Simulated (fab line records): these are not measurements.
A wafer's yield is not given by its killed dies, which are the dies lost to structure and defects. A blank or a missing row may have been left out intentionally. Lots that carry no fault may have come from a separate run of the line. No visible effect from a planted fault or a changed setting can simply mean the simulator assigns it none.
Matching of chambers | flow n5Finfet | 3 sister chambers for N5_BEOL_M6_CURE_75 on uvCure-02
The step cures SiCOH lowk, time 120 s. 3 wafers are shown with their chamber, then 10 later ones without.

== WAFERS WITH THEIR CHAMBER ==
wafer  | chamber | wafer_temp_C_max
L087.6 | 1       | 372.0
L090.6 | 2       | 371.3
L092.2 | 0       | 372.1

== WAFERS WITH NO CHAMBER GIVEN ==
wafer  | wafer_temp_C_max
L092.4 | 371.6
L093.1 | 371.4
L093.3 | 371.3
L093.4 | 371.2
L094.1 | 371.0
L094.3 | 371.0
L094.6 | 371.4
L096.1 | 371.5
L096.4 | 371.6
L096.5 | 371.8

== CHAMBER TAKEN BY EACH ==
wafer  | from the rows above          | in truth
L092.4 | can't be placed: 2 or 1 or 0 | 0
L093.1 | 2                            | 2
L093.3 | 2                            | 2
L093.4 | 2                            | 2
L094.1 | 2                            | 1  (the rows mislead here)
L094.3 | 2                            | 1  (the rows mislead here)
L094.6 | 2                            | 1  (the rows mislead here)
L096.1 | can't be placed: 2 or 1 or 0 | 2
L096.4 | can't be placed: 2 or 1 or 0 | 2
L096.5 | can't be placed: 1 or 0 or 2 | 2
3 of 10 placed correctly. Cannot be placed on the basis of these rows: 4; the candidates contain the true chamber in 4. 3 placed wrongly.
How it was worked out, from the rows above alone: a wafer's distance from a chamber is the root of the sum, over the readings, of the square of ((its reading less the chamber's mean) divided by the reading's scatter). The wafer belongs to the nearest chamber; if the next one is less than 2 further off, it can't be placed. For every chamber, the mean is computed from those of its wafers that are shown. The scatter (one wafer shown for each chamber): square how far every hidden wafer sits from the nearest shown wafer, average those squares and take the square root.
